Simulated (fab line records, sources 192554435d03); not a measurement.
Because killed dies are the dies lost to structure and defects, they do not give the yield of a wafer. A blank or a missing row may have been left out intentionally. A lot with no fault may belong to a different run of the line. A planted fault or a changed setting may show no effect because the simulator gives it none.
The tool behind it: which one? -- flow n5_finfet -- 9 lots, 27 wafers sampled, at 4 steps of a route of 1938

== WHAT EACH GAUGE READ, for each wafer ==
N5_PMOS_HMC_CHANNEL_EPI_OVL_MEAS_10.
lot,measured,on,PMOS_HMC_BLK_OVL (nm)
L638,day 2 11:28,overlay-01,-0.6 0.0 0.8
L641,day 3 05:01,overlay-01,-1.2 0.2 -1.1
L642,day 3 11:24,overlay-01,0.1 -0.4 0.7
L643,day 3 17:13,overlay-01,0.1 -0.1 0.1
L644,day 3 23:12,overlay-02,0.2 -0.6 -1.1
L646,day 4 11:49,overlay-02,0.4 -0.8 -0.7
L648,day 4 22:53,overlay-01,0.1 -0.8 -1.6
L656,day 6 23:27,overlay-02,27.6 28.0 29.6
L658,day 7 11:42,overlay-02,28.6 28.7 27.7

== TOOL THAT RAN EACH LOT (tool first, then ch and the chambers of the sampled wafers, then the start) ==
lot,N5_WELL_APT_DESCUM_30,N5_WELL_APT_RTA_34,N5_PMOS_HMC_CHANNEL_EPI_EXPOSE_06
L638,"rie_diel-05 ch 0,1,3, day 2 09:16","rtp_anneal-02 ch 0, day 2 10:03","arfi_scanner-01 ch 0, day 2 11:19"
L641,"rie_diel-06 ch 1,2, day 3 02:47","rtp_anneal-02 ch 0, day 3 03:50","arfi_scanner-01 ch 0, day 3 04:52"
L642,"rie_diel-02 ch 0,1, day 3 09:05","rtp_anneal-02 ch 0, day 3 09:51","arfi_scanner-03 ch 0, day 3 11:14"
L643,"rie_diel-02 ch 1,2,3, day 3 15:01","rtp_anneal-02 ch 0, day 3 15:47","arfi_scanner-03 ch 0, day 3 17:03"
L644,"rie_diel-05 ch 1,3, day 3 20:54","rtp_anneal-02 ch 0, day 3 21:41","arfi_scanner-02 ch 0, day 3 23:03"
L646,"rie_diel-02 ch 1,2,3, day 4 09:22","rtp_anneal-02 ch 0, day 4 10:17","arfi_scanner-02 ch 0, day 4 11:40"
L648,"rie_diel-02 ch 1,3, day 4 20:53","rtp_anneal-01 ch 0, day 4 21:40","arfi_scanner-03 ch 0, day 4 22:43"
L656,"rie_diel-05 ch 0,3, day 6 21:18","rtp_anneal-01 ch 0, day 6 22:08","arfi_scanner-03 ch 0, day 6 23:19"
L658,"rie_diel-02 ch 1,2,3, day 7 09:23","rtp_anneal-01 ch 0, day 7 10:09","arfi_scanner-03 ch 0, day 7 11:33"
- N5_WELL_APT_DESCUM_30: chemistry O2, time 7.9 s.
- N5_WELL_APT_RTA_34: time 10 s.
- N5_PMOS_HMC_CHANNEL_EPI_EXPOSE_06: exposes mask PMOS HMC BLK, target cd 240 nm.

== THE ANSWER, worked out from the rows above alone ==
Rule: what is usual is taken from the lots themselves. The widest of any qualifying gaps counts: lots, ordered by their means at a reading, are off when they make up no more than a third of the lots, leave a main group of 4 or more, and stand apart from it by 3 or more times the standard deviation of that group's means. A main group is skipped when, at the precision printed for the reading in the tables above, its means are all equal. A lot without any number at a reading at which 4 lots or more have one is off too. All remaining lots with rows at the step are treated as sound.
Off: at N5_PMOS_HMC_CHANNEL_EPI_OVL_MEAS_10 (PMOS_HMC_BLK_OVL), L656, L658. For the main group the mean is -0.3 nm and the standard deviation 0.35.
If a tool, at a process step before that reading, ran all the lots that are off and no sound lot after the first of them, it fits. Those tools and the gauges at N5_PMOS_HMC_CHANNEL_EPI_OVL_MEAS_10 are tried in the same way. Can't be told from this: 3 tools fit, rtp_anneal-01 at N5_WELL_APT_RTA_34, arfi_scanner-03 at N5_PMOS_HMC_CHANNEL_EPI_EXPOSE_06, overlay-02 at N5_PMOS_HMC_CHANNEL_EPI_OVL_MEAS_10.

== WHAT THE SIMULATOR PUT IN ==
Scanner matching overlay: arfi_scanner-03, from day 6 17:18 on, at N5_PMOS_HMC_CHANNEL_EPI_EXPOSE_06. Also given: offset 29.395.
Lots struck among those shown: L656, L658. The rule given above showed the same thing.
